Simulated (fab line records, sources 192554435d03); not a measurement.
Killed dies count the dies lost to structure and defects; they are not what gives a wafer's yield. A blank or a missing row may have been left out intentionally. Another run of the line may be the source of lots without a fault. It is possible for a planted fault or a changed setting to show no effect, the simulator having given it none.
Matching of chambers    flow n5 finfet    4 sister chambers for N5_GATE_CUT_ETCH_37 on rie diel-03
The step etches SOC in N2/H2, target depth 60 nm, overetch 12 nm, time 90 s. 4 wafers are shown with their chamber, then 8 later ones without.

WAFERS PAIRED WITH THEIR CHAMBERS
wafer   chamber  drypump motor current A (A)
L088.1  3        5.0
L088.4  0        5.9
L088.5  1        5.7
L087.1  2        5.6

WAFERS MISSING THEIR CHAMBER
wafer   drypump motor current A (A)
L087.3  5.7
L087.4  5.6
L092.2  6.0
L092.3  5.6
L092.4  5.6
L093.1  6.0
L093.2  5.6
L093.4  5.7

EACH ONE'S CHAMBER
wafer    from the rows above   in truth
L087.3   1                     1
L087.4   2                     2
L092.2   0                     0
L092.3   2                     2
L092.4   2                     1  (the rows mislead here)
L093.1   0                     0
L093.2   2                     2
L093.4   1                     1
Placed correctly: 7 of 8. From these rows, 0 cannot be placed. Number placed wrongly: 1.
How it was worked out, from the rows above alone: a wafer's distance from a chamber is the root of the sum, over the readings, of the square of ((its reading less the chamber's mean) divided by the reading's scatter). If the next closest chamber is less than 2 further off than the closest, the wafer can't be placed; otherwise it belongs to the closest. Each chamber's mean is taken over the wafers shown for it. The scatter (one wafer shown for each chamber): square how far every hidden wafer sits from the nearest shown wafer, average those squares and take the square root.
